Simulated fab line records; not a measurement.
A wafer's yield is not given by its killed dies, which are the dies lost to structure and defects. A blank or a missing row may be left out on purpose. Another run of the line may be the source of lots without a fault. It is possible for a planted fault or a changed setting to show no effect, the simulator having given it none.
fab line records	flow n5Finfet
record lots=7	wafers=18	lastDay=19
route steps=1938 shown BEOL_M14@1745
lots with no fault: from the same line, run without faults
startH: start of the lot's first displayed wafer, in hours after the record's first day	waitH: hours since the lot's step before	" the same as in the row above	L1.1+2: one row covering several wafers at once	- no value, or no start given	* or withheld: withheld	< > ~ a bound
route shown NAME@n: NAME is a module with steps in the file, n the number in the route of the first one	usual: mean and standard deviation over wafers with no fault	same: alike in all rows	chamber/n: place in a boat	sites: the reading at each site	_std_site: how widely they spread, as a standard deviation	_edge_site: outer sites' mean less inner sites'	radiusMm: for every site, how far away it sits from the centre of the wafer	mask NAME#n: copy n	behind: the last tool/chamber to shape the wafer	hold: the reason the lot was held/the length of the hold in hours/how it ended	device: the transistor (n, p or np) that didn't switch	end of line: the same wafers' tests at the end of the route	a step given without rows: its recipe and nothing more	killed: the dies lost at the first sort to structure and to defects; this is not the yield of the wafer	map: the dies of a wafer, with x for killed, . for not killed, _ for no die there
set.NAME: the setting as run; set.NAME@STEP: as run at that earlier step	model.NAME: the simulator's own value behind a step, which no gauge read
a table for each step, a row for each wafer; lots at some steps of the route
services: a tool's chamber out of use, with start hour (startH, from the record's first day; less than 0 if before it), hours out, and reason
## steps
# step N5_BEOL_M14_HARDBAKE_32
# recipe tempC=130	timeS=120
# step N5_BEOL_M14_CD_MEAS_28
# recipe targetCdNm=284.4	landingEnergyEv=500	detector=seInlens
# usual cdNm=284.3/1.5
lot.wafer	tool	chamber	startH	waitH	cdNm
L142.1	cdSem-02	0	270.94	-	283.6
L142.4	"	0	"	"	285.3
L142.6	"	0	"	"	285.1
L147.2	cdSem-02	0	307.26	-	282.1
L147.3	"	0	"	"	283.3
L147.5	"	0	"	"	283.7
L154.3	cdSem-01	0	353.31	-	284.4
L154.5	"	0	"	"	285.8
L154.6	"	0	"	"	285.4
L161.1	cdSem-01	0	378.37	-	284.6
L161.4	"	0	"	"	286.9
L158.1	cdSem-02	0	395.42	-	282.5
L158.3	"	0	"	"	286.8
L160.1	cdSem-02	0	399.54	-	287.3
L160.3	"	0	"	"	288.6
L165.2	cdSem-02	0	439.48	-	285.8
L165.4	"	0	"	"	283.0
L165.6	"	0	"	"	285.4
# step N5_BEOL_M14_OVL_MEAS_29
# recipe pointsPerWafer=44
# usual M14_OVL=-2/5.2
lot.wafer	tool	chamber	startH	waitH	M14_OVL[nm]
L142.1	overlay-01	0	270.97	0.0	-2
L142.4	"	0	"	"	-2
L142.6	"	0	"	"	-7
L147.2	overlay-01	0	307.29	0.0	-4
L147.3	"	0	"	"	-1
L147.5	"	0	"	"	1
L154.3	overlay-01	0	353.34	0.0	0
L154.5	"	0	"	"	3
L154.6	"	0	"	"	-11
L161.1	overlay-01	0	378.40	0.0	5
L161.4	"	0	"	"	-3
L158.1	overlay-01	0	395.45	0.0	-4
L158.3	"	0	"	"	-2
L160.1	overlay-02	0	399.57	0.0	-6
L160.3	"	0	"	"	-4
L165.2	overlay-02	0	439.50	0.0	-7
L165.4	"	0	"	"	-13
L165.6	"	0	"	"	5
# step N5_BEOL_M14_INSPECT_30
# recipe mode=adi	inspectInstrument=macro
# usual rawDefectCount=2.2/1.4
lot.wafer	tool	chamber	startH	waitH	rawDefectCount
L142.1	defectInspect-02	-	271.00	0.0	2
L142.4	"	-	"	"	2
L142.6	"	-	"	"	1
L147.2	defectInspect-02	-	307.32	0.0	0
L147.3	"	-	"	"	1
L147.5	"	-	"	"	2
L154.3	defectInspect-01	-	353.36	0.0	2
L154.5	"	-	"	"	1
L154.6	"	-	"	"	1
L161.1	defectInspect-01	-	378.43	0.0	5
L161.4	"	-	"	"	3
L158.1	defectInspect-02	-	395.47	0.0	5
L158.3	"	-	"	"	2
L160.1	defectInspect-02	-	399.59	0.0	3
L160.3	"	-	"	"	4
L165.2	defectInspect-02	-	439.53	0.0	2
L165.4	"	-	"	"	4
L165.6	"	-	"	"	3
# step N5_BEOL_M14_DESCUM_33
# recipe chemistry=O2	timeS=7.9	sourcePowerW=50	biasPowerW=20	pressureMtorr=20	rfFrequencyHz=2.712e+07	tempC=40	o2FlowSccm=225
# step N5_BEOL_M14_ETCH_67
# recipe chemistry=CF4	target=SiARC	targetDepthA=1430	timeS=238.3	ionEnergyEv=80	pressureMtorr=40	sourceW=545	biasW=36	Ar_flow_sccm=100	cf4FlowSccm=100	ends=cleared
# usual drypumpMotorCurrentA=5.5/0.36	etchRfOnTimeS=237/6.1	oesProductAu=0.69/0.049	rfVppV=184.3/1.4	showerheadPlenumPTorr=2.16/0.078	throttleValvePct=15.56/0.15
lot.wafer	tool	chamber	startH	waitH	drypumpMotorCurrentA	etchRfOnTimeS	oesProductAu	rfHoursCounterH	rfVppV	showerheadPlenumPTorr	throttleValvePct
L142.1	rieDiel-01	1	271.07	0.0	5.2	236	0.73	35	184.0	2.19	15.45
L142.4	"	2	"	"	6.0	235	0.81	14	186.3	2.28	15.50
L142.6	"	3	"	"	4.9	236	0.73	-	184.3	2.17	15.45
L147.2	rieDiel-04	2	307.39	0.0	5.4	246	0.66	133	184.6	2.15	15.37
L147.3	"	0	"	"	5.1	233	0.74	29	185.2	2.10	15.55
L147.5	"	2	"	"	5.4	243	0.66	-	186.4	2.15	15.36
L154.3	rieDiel-03	1	353.43	0.0	5.3	229	0.71	95	185.6	2.25	15.29
L154.5	"	0	"	"	5.4	244	0.62	-	183.6	2.05	15.72
L154.6	"	1	"	"	5.3	230	0.71	-	186.2	2.25	15.29
L161.1	rieDiel-04	2	378.50	0.0	5.5	247	0.64	149	184.4	2.14	15.40
L161.4	"	3	"	"	5.9	232	0.72	74	185.0	2.25	15.66
L158.1	rieDiel-03	3	395.85	0.0	5.5	245	0.62	158	185.6	2.23	15.59
L158.3	"	2	"	"	5.6	235	0.61	193	182.1	2.03	15.80
L160.1	rieDiel-01	2	399.92	0.0	5.9	237	0.73	61	185.1	2.26	15.56
L160.3	"	3	"	"	4.9	236	0.69	105	185.5	2.16	15.52
L165.2	rieDiel-04	2	439.62	0.0	5.5	251	0.62	171	183.8	2.13	15.45
L165.4	"	1	"	"	6.5	230	0.67	135	182.4	2.08	16.01
L165.6	"	3	"	"	5.9	234	0.69	-	183.4	2.24	15.71
# step N5_BEOL_M14_ETCH_68
# recipe chemistry=N2/H2	target=SOC	maskMaterial=SiARC	sourceW=3000	biasW=350	tempC=40	timeS=450	ionEnergyEv=200	pressureMtorr=30	n2FlowSccm=200	h2FlowSccm=200
# usual drypumpMotorCurrentA=5.5/0.35	oesProductAu=0.80/0.055	rfVppV=524.4/2.9	showerheadPlenumPTorr=2.56/0.097	throttleValvePct=17.69/0.19
lot.wafer	tool	chamber	startH	waitH	drypumpMotorCurrentA	oesProductAu	rfHoursCounterH	rfVppV	showerheadPlenumPTorr	throttleValvePct
L142.1	rieDiel-01	1	271.21	0.1	5.2	0.88	35	525.0	2.60	17.59
L142.4	"	2	"	"	6.0	0.95	14	527.3	2.70	17.71
L142.6	"	3	"	"	5.0	0.86	-	524.2	2.56	17.48
L147.2	rieDiel-04	2	307.53	0.1	5.5	0.78	133	523.8	2.54	17.42
L147.3	"	0	"	"	5.1	0.86	29	522.6	2.47	17.52
L147.5	"	2	"	"	5.5	0.78	-	524.5	2.54	17.41
L154.3	rieDiel-03	1	353.58	0.1	5.4	0.81	95	527.7	2.66	17.40
L154.5	"	0	"	"	5.3	0.72	-	520.7	2.43	17.82
L154.6	"	1	"	"	5.3	0.82	-	527.2	2.66	17.41
L161.1	rieDiel-04	2	378.64	0.1	5.4	0.76	149	523.8	2.54	17.45
L161.4	"	3	"	"	5.9	0.83	74	529.1	2.68	17.90
L158.1	rieDiel-03	3	395.99	0.1	5.5	0.73	158	526.8	2.65	17.70
L158.3	"	2	"	"	5.6	0.70	193	520.5	2.43	18.04
L160.1	rieDiel-01	2	400.07	0.1	6.0	0.85	61	529.8	2.68	17.78
L160.3	"	3	"	"	4.9	0.81	106	523.6	2.54	17.56
L165.2	rieDiel-04	2	439.77	0.1	5.4	0.74	172	524.0	2.53	17.48
L165.4	"	1	"	"	6.5	0.77	136	521.7	2.44	18.17
L165.6	"	3	"	"	5.8	0.79	-	527.4	2.67	17.95
# step N5_BEOL_M14_STRIP_69
# recipe chemistry=N2/H2	tempC=40	n2FlowSccm=200	h2FlowSccm=200	rfFrequencyHz=6e+07
# step N5_BEOL_M14_TRENCH_ETCH_34
# recipe chemistry=C4F8/O2/Ar	target=SiO2	targetDepthA=5566.5	maskMaterial=SOC	heInnerTorr=15	heOuterTorr=30	timeS=126.9	ionEnergyEv=800	pressureMtorr=20	sourceW=1905	biasW=2040	Ar_flow_sccm=400	C4F8_flow_sccm=16	O2_flow_sccm=12
# step N5_BEOL_M14_STRIP_70
# recipe chemistry=C4F8/O2/Ar	resist=SiARC	rfFrequencyHz=6e+07
# step N5_BEOL_M14_OCD_MEAS_35
# usual trenchDepthNm=560/15
lot.wafer	tool	chamber	startH	waitH	trenchDepthNm
L142.1	ocd-02	-	271.64	0.0	578
L142.4	"	-	"	"	581
L142.6	"	-	"	"	576
L147.2	ocd-01	-	307.96	0.0	538
L147.3	"	-	"	"	564
L147.5	"	-	"	"	534
L154.3	ocd-02	-	354.01	0.0	581
L154.5	"	-	"	"	539
L154.6	"	-	"	"	579
L161.1	ocd-02	-	379.07	0.0	536
L161.4	"	-	"	"	576
L158.1	ocd-01	-	396.42	0.0	538
L158.3	"	-	"	"	572
L160.1	ocd-02	-	400.50	0.0	571
L160.3	"	-	"	"	562
L165.2	ocd-02	-	440.20	0.0	534
L165.4	"	-	"	"	572
L165.6	"	-	"	"	566
# step N5_BEOL_M14_STRIP_37
# recipe chemistry=O2	powerW=600	tempC=60	pressureMtorr=30	rfFrequencyHz=6e+07	biasPowerW=0	overashFraction=0.3	o2FlowSccm=225
# usual drypumpMotorCurrentA=5.5/0.4	o2FlowSccm=225.0/0.67	oesProductAu=0.82/0.053	rfVppV=3.6/1.1	showerheadPlenumPTorr=2.12/0.077	throttleValvePct=16.63/0.14
# same overashFraction=0.3
lot.wafer	tool	chamber	startH	waitH	drypumpMotorCurrentA	o2FlowSccm	oesProductAu	rfHoursCounterH	rfVppV	showerheadPlenumPTorr	throttleValvePct
L142.1	rieDiel-04	0	275.14	3.5	5.1	225.2	0.90	18	1.4	2.07	16.69
L142.4	"	2	"	"	5.4	225.4	0.79	123	2.2	2.10	16.39
L142.6	"	1	"	"	6.5	225.8	0.84	-	2.7	2.03	16.89
L147.2	rieDiel-01	1	314.16	6.2	5.2	224.5	0.86	47	4.9	2.14	16.50
L147.3	"	0	"	"	5.5	225.8	0.83	62	3.1	2.04	16.58
L147.5	"	2	"	"	6.0	225.4	0.91	-	2.8	2.22	16.54
L154.3	rieDiel-03	2	356.37	2.4	5.6	224.9	0.70	180	4.6	1.99	16.87
L154.5	"	2	"	"	5.6	224.2	0.70	-	4.2	2.00	16.85
L154.6	"	3	"	"	5.5	224.5	0.75	-	4.9	2.18	16.56
L161.1	rieDiel-01	2	390.15	11.1	6.0	225.4	0.85	57	3.6	2.21	16.55
L161.4	"	0	"	"	5.5	224.4	0.79	-	1.6	2.03	16.65
L158.1	rieDiel-01	2	396.61	0.2	5.9	225.1	0.85	60	3.1	2.21	16.61
L158.3	"	0	"	"	5.5	225.2	0.80	94	4.9	2.03	16.63
L160.1	rieDiel-01	3	402.39	1.9	4.9	225.9	0.81	106	4.4	2.12	16.58
L160.3	"	0	"	"	5.4	224.1	0.78	96	4.4	2.03	16.67
L165.2	rieDiel-04	0	440.99	0.8	5.2	224.8	0.79	73	2.9	2.05	16.79
L165.4	"	1	"	"	6.5	225.1	0.77	136	1.3	2.01	16.97
L165.6	"	1	"	"	6.5	225.2	0.78	-	3.2	2.01	16.97
# step N5_BEOL_M14_ETCH_38
# recipe chemistry=CF4/N2	target=SiCN	targetDepthA=1065	taperDeg=2	timeS=120.6	ionEnergyEv=150	maskMaterial=SiO2	pressureMtorr=40	sourceW=430	biasW=70	Ar_flow_sccm=100	cf4FlowSccm=60	n2FlowSccm=60
# usual drypumpMotorCurrentA=5.5/0.4	oesProductAu=0.81/0.057	rfVppV=382.7/2.1	showerheadPlenumPTorr=2.23/0.078	throttleValvePct=15.39/0.14
lot.wafer	tool	chamber	startH	waitH	drypumpMotorCurrentA	oesProductAu	rfHoursCounterH	rfVppV	showerheadPlenumPTorr	throttleValvePct	model.etch.depthNm	model.SiO2_of_BEOL_M14_ILD_DEP_00.thkNm
L142.1	rieDiel-04	0	275.18	-	5.1	0.91	18	381.8	2.16	15.35	99.35	1044
L142.4	"	2	"	"	5.4	0.77	123	384.2	2.21	15.17	94.88	1076
L142.6	"	1	"	"	6.5	0.85	-	381.6	2.15	15.69	100.7	1050
L147.2	rieDiel-01	1	314.20	-	5.2	0.85	47	382.5	2.25	15.28	99.03	1047
L147.3	"	0	"	"	5.5	0.82	62	380.7	2.15	15.36	97.03	1063
L147.5	"	2	"	"	6.0	0.92	-	384.7	2.34	15.31	99.47	1068
L154.3	rieDiel-03	2	356.41	-	5.6	0.72	180	379.9	2.11	15.63	98.71	1057
L154.5	"	2	"	"	5.6	0.72	-	379.8	2.11	15.64	99.15	1080
L154.6	"	3	"	"	5.5	0.74	-	383.8	2.30	15.38	94.97	1067
L161.1	rieDiel-01	2	390.19	-	5.9	1.08	57	385.2	2.33	15.36	136.4	1024
L161.4	"	0	"	"	5.5	0.78	-	380.2	2.14	15.43	95.21	1037
L158.1	rieDiel-01	2	396.65	-	5.9	1.08	60	386.1	2.33	15.39	138.2	1009
L158.3	"	0	"	"	5.5	0.78	94	380.4	2.14	15.44	97	1050
L160.1	rieDiel-01	3	402.43	-	5.0	1.02	106	381.5	2.22	15.32	138.4	1009
L160.3	"	0	"	"	5.5	0.79	96	379.4	2.14	15.43	96.94	1063
L165.2	rieDiel-04	0	441.03	-	5.1	0.80	73	379.9	2.15	15.47	96.83	1045
L165.4	"	1	"	"	6.5	0.78	136	381.9	2.13	15.80	99.38	1072
L165.6	"	1	"	"	6.5	0.78	-	378.7	2.13	15.80	98.87	1072
# step N5_BEOL_M14_PRECLEAN_39
# recipe chemistry=residueRemover	timeS=60	tempC=40
# step N5_BEOL_M14_SRD_40
# recipe timeS=30	tempC=23	rinseLiquid=diw	dry=n2Spin	spinRpm=1500	dryTimeS=30
# step N5_BEOL_M14_DEGAS_41
# recipe ambient=vacuum	tempC=300	timeS=60
# step N5_BEOL_M14_PRE_CLEAN_42
# recipe gas=H2/He	timeS=30	tempC=300
# usual heaterPowerW=461/39
lot.wafer	tool	chamber	startH	waitH	heaterPowerW
L142.1	pvdSputter-03	-	275.69	0.0	403
L142.4	"	-	"	"	480
L142.6	"	-	"	"	411
L147.2	pvdSputter-03	-	314.63	0.0	443
L147.3	"	-	"	"	501
L147.5	"	-	"	"	491
L154.3	pvdSputter-03	-	356.97	0.0	413
L154.5	"	-	"	"	413
L154.6	"	-	"	"	441
L161.1	pvdSputter-02	-	390.73	0.0	498
L161.4	"	-	"	"	533
L158.1	pvdSputter-03	-	398.75	0.0	414
L158.3	"	-	"	"	478
L160.1	pvdSputter-03	-	402.97	0.0	438
L160.3	"	-	"	"	487
L165.2	pvdSputter-03	-	441.54	0.0	454
L165.4	"	-	"	"	413
L165.6	"	-	"	"	485
# step N5_BEOL_M14_SPUTTER_43
# recipe material=TaN	targetThkA=150	tempC=50	biasV=168.6	powerW=15000	chamberPressurePa=0.12	timeS=24.19
# step N5_BEOL_M14_SPUTTER_44
# recipe material=Ta	targetThkA=150	tempC=50	biasV=80	powerW=15000	chamberPressurePa=0.07	timeS=24.19
# step N5_BEOL_M14_SPUTTER_45
# recipe material=Cu	targetThkA=1000	tempC=-20	biasV=60	powerW=26000	chamberPressurePa=0.13	timeS=16.67
# usual biasV=60.1/0.55	throttleValvePct=30.0/1.1
lot.wafer	tool	chamber	startH	waitH	biasV	throttleValvePct
L142.1	pvdSputter-03	-	275.89	0.0	60.5	29.0
L142.4	"	-	"	"	59.9	30.2
L142.6	"	-	"	"	60.7	29.0
L147.2	pvdSputter-03	-	314.83	0.0	60.3	31.1
L147.3	"	-	"	"	60.9	29.0
L147.5	"	-	"	"	60.7	29.1
L154.3	pvdSputter-03	-	357.17	0.0	60.7	29.0
L154.5	"	-	"	"	60.5	29.0
L154.6	"	-	"	"	59.7	30.8
L161.1	pvdSputter-02	-	390.93	0.0	59.5	31.7
L161.4	"	-	"	"	59.9	28.6
L158.1	pvdSputter-03	-	398.95	0.0	60.1	29.2
L158.3	"	-	"	"	59.3	30.0
L160.1	pvdSputter-03	-	403.17	0.0	60.1	31.1
L160.3	"	-	"	"	59.1	29.1
L165.2	pvdSputter-03	-	441.74	0.0	59.9	31.0
L165.4	"	-	"	"	60.1	29.0
L165.6	"	-	"	"	60.2	29.1
# step N5_BEOL_M14_ECD_47
# recipe material=Cu	targetThkA=12480
# step N5_BEOL_M14_ANNEAL_48
# recipe tempC=225	timeS=90	ambient=N2
# step N5_BEOL_M14_CMP_49
# recipe stopOn=SiO2	tOverpolishS=5.2	downForcePsi=2	platenRpm=80	clearingPlatenDownForcePsi=2	clearingPlatenRpm=80	postCmpClean=cuAlkaline	targetThkNm=560	clearingPlatenPadVelocityMS=1.5917	padVelocityMS=1.5917
# usual barrierFieldEndpointS=11.4/0.32	motorCurrentA=7.8/0.48	overpolishRunS=5.199/0.0092	timeToEndpointS=122/5.1
lot.wafer	tool	chamber	startH	waitH	barrierFieldEndpointS	motorCurrentA	overpolishRunS	timeToEndpointS	model.SiO2_of_BEOL_M14_ILD_DEP_00.thkNm
L142.4	cmp-03	0	276.51	0.1	12.0	7.3	5.189	129	1061
L142.1	"	1	"	"	11.7	8.1	5.183	123	1029
L142.6	"	1	"	"	11.9	8.5	5.195	126	1035
L147.3	cmp-01	0	315.43	0.2	11.5	8.1	5.202	119	1048
L147.2	"	1	"	"	11.5	7.8	5.192	118	1032
L147.5	"	1	"	"	11.5	7.7	5.201	120	1053
L154.3	cmp-01	1	357.85	0.2	11.2	7.6	5.191	118	1042
L154.5	"	3	"	"	11.2	7.8	5.202	118	1065
L154.6	"	0	"	"	11.3	8.5	5.202	120	1052
L161.4	cmp-01	3	391.53	0.1	11.3	7.9	5.188	124	1022
L161.1	"	1	"	"	11.9	7.5	5.201	129	1009
L158.3	cmp-01	0	399.96	0.2	11.3	7.8	5.201	119	1034
L158.1	"	1	"	"	11.4	7.6	5.194	120	994
L160.1	cmp-02	2	403.77	0.3	11.4	7.4	5.188	124	994
L160.3	"	3	"	"	11.3	7.6	5.202	124	1048
L165.4	cmp-01	0	442.42	0.2	11.4	8.6	5.211	123	1057
L165.2	"	1	"	"	11.5	7.9	5.204	122	1030
L165.6	"	2	"	"	11.6	8.7	5.192	124	1057
# step N5_BEOL_M14_THK_MEAS_50
# recipe thkMeasGauge=xrf	reads=Cu_of_BEOL_M14_ECD_47
# usual M14_THK=584/16
lot.wafer	tool	chamber	startH	waitH	M14_THK[nm]
L142.1	filmMetro-02	-	276.80	-	602
L142.4	"	-	"	"	611
L142.6	"	-	"	"	605
L147.2	filmMetro-02	-	315.73	-	561
L147.3	"	-	"	"	588
L147.5	"	-	"	"	554
L154.3	filmMetro-02	-	358.07	-	607
L154.5	"	-	"	"	562
L154.6	"	-	"	"	602
L161.1	filmMetro-01	-	391.82	-	556
L161.4	"	-	"	"	599
L158.1	filmMetro-02	-	400.25	-	566
L158.3	"	-	"	"	603
L160.1	filmMetro-01	-	404.07	-	594
L160.3	"	-	"	"	585
L165.2	filmMetro-02	-	442.64	-	560
L165.4	"	-	"	"	600
L165.6	"	-	"	"	594
## services
tool	chamber	startH	hours	kind
cmp-03	-	265.54	4.3	pm
rieDiel-01	1	287.24	4.2	repair
rieDiel-03	3	307.29	5.7	repair
rieDiel-04	2	323.48	19.8	repair
cmp-01	-	334.09	4.0	pm
cmp-01	-	338.09	-	consumableReplace:conditioner
cmp-01	-	338.09	-	consumableReplace:pad
rieDiel-03	1	365.16	4.2	repair
rieDiel-01	-	366.85	0.9	repair
cmp-02	-	371.86	1.0	repair
rieDiel-03	2	375.72	4.9	repair
rieDiel-04	-	381.01	2.8	pm
cmp-03	-	395.81	1.4	repair
cmp-01	-	412.50	1.8	repair
cmp-03	-	417.16	4.7	pm
cmp-02	-	421.64	0.5	repair
cmp-01	-	423.86	6.1	pm
cmp-03	-	432.33	4.0	pm
cmp-03	-	436.33	-	consumableReplace:conditioner
cmp-03	-	436.33	-	consumableReplace:pad
## key
firstSign step=N5_BEOL_M14_ETCH_38	reading=oesProductAu	direction=up	sigmas=4.3	usual=0.81	struck=1.06
effect none on later readings
modelEffect step=N5_BEOL_M14_ETCH_38	value=etch.depthNm	without=97.94	struck=137.7
modelEffect step=N5_BEOL_M14_CMP_49	value=SiO2_of_BEOL_M14_ILD_DEP_00.thkNm	without=1025	struck=999.1
metAt N5_BEOL_M14_ETCH_38
struckWafers L158.1,L160.1,L161.1
onsetBetween 314.20 390.19
fault kind=processParameterDrift	tool=rieDiel-01	chamber=-	onsetH=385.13	steps=N5_BEOL_M14_ETCH_38	channel=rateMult	offset=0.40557	shape=step	endH=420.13	scope=struckWafersOnly
